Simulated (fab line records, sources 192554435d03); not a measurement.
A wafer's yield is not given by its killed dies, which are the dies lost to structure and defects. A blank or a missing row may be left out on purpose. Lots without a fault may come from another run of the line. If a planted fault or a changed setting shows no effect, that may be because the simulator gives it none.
Chamber matching + flow n5Finfet + N5_HKMG_FIN_ALD_75 on aldHk-03 has 4 sister chambers
The step deposits Al2O3, target thk 1 nm, co reactant pulse time 1 s. 4 wafers are shown with their chamber, then 7 later ones without.

WAFERS PAIRED WITH THEIR CHAMBERS
| wafer  | chamber | heaterPowerW (W) |
|--------|---------|------------------|
| L085.1 | 2       | 160              |
| L091.6 | 0       | 147              |
| L093.2 | 3       | 147              |
| L093.4 | 1       | 161              |

WAFERS WHOSE CHAMBER IS MISSING
| wafer  | heaterPowerW (W) |
|--------|------------------|
| L093.6 | 155              |
| L094.1 | 145              |
| L094.5 | 152              |
| L094.6 | 144              |
| L096.1 | 142              |
| L096.2 | 157              |
| L096.6 | 140              |

CHAMBER TAKEN BY EACH
| wafer  | from the rows above               | in truth |
|--------|-----------------------------------|----------|
| L093.6 | can't be placed: 2 or 1 or 0 or 3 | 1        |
| L094.1 | can't be placed: 0 or 3           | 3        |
| L094.5 | can't be placed: 0 or 3 or 2 or 1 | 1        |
| L094.6 | can't be placed: 0 or 3           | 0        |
| L096.1 | can't be placed: 0 or 3           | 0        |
| L096.2 | can't be placed: 2 or 1 or 0 or 3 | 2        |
| L096.6 | can't be placed: 0 or 3           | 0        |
Correct placement for 0 of the 7. From these rows, 7 cannot be placed; in 7 the true chamber is one of the candidates. 0 placed wrongly.
How it was worked out, from the rows above alone: a wafer's distance from a chamber is the root of the sum, over the readings, of the square of ((its reading less the chamber's mean) divided by the reading's scatter). If the next closest chamber is less than 2 further off than the closest, the wafer can't be placed; otherwise it belongs to the closest. Each chamber's mean is taken over the wafers shown for it. The scatter: with one shown wafer a chamber, the root of the mean of the squares of how far each hidden wafer lies from its nearest shown one.
